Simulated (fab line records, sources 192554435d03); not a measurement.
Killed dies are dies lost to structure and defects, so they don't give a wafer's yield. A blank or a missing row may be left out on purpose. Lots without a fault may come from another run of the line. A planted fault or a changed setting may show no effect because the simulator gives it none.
Which tool did it? | flow n5_finfet | 6 lots, 18 wafers sampled, at 3 steps of a route of 1938

WHAT THE GAUGES READ, wafer by wafer
N5_MIM_BOT_LITHO_INSPECT_12: inspects for defects (macro).
lot  | measured     | on                | raw_defect_count
L608 | day 11 23:58 | defect_inspect-02 | 1 1 1
L611 | day 12 08:16 | defect_inspect-01 | 3 2 1
L613 | day 13 03:25 | defect_inspect-02 | 5 0 1
L618 | day 14 11:13 | defect_inspect-01 | 1 3 1
L619 | day 15 08:58 | defect_inspect-01 | 0 0 3
L626 | day 16 16:07 | defect_inspect-01 | 2 3 3

WHICH TOOL RAN EACH LOT (tool, then ch and the chambers of the sampled wafers, then the start)
lot  | N5_BEOL_M15_CMP_49            | N5_MIM_TOP_ALD_01
L608 | cmp-02 ch 0,1,2, day 11 16:11 | ald_hk-02 ch 1,2,3, day 11 23:58 or earlier
L611 | cmp-01 ch 0,2, day 12 03:16   | ald_hk-01 ch 0,2,3, day 12 08:16 or earlier
L613 | cmp-01 ch 0,1,3, day 12 21:31 | ald_hk-02 ch 0,2, day 13 03:25 or earlier
L618 | cmp-01 ch 1,2,3, day 14 06:52 | ald_hk-03 ch 1,2, day 14 11:13 or earlier
L619 | cmp-02 ch 0,1,2, day 15 04:13 | ald_hk-02 ch 0,1, day 15 08:58 or earlier
L626 | cmp-02 ch 0,1,2, day 16 10:43 | ald_hk-03 ch 1,2,3, day 16 16:07 or earlier
- N5_BEOL_M15_CMP_49: polishes, stops on SiO2, t overpolish 4.9 s, target thk 850 nm.
- N5_MIM_TOP_ALD_01: deposits HfO2, target thk 5.6 nm, pulse time 1 s, purge time 3 s.

THE ANSWER, worked out from the rows above alone
Rule: what is usual is taken from the lots themselves. Put in order of their means at a reading, lots are off if they are a third of the lots or fewer, leave a main group of 4 or more, and stand apart from it by a gap of 3 or more times the standard deviation of the main group's means; of several such gaps the widest counts. A main group whose means are all the same, to the digits that the tables above print for the reading, isn't used. A lot without any number at a reading at which 4 lots or more have one is off too. The other lots that the step has rows for count as sound.
No lot is off at any reading shown: from this, nothing can be told.

WHAT THE SIMULATOR HAD PUT IN
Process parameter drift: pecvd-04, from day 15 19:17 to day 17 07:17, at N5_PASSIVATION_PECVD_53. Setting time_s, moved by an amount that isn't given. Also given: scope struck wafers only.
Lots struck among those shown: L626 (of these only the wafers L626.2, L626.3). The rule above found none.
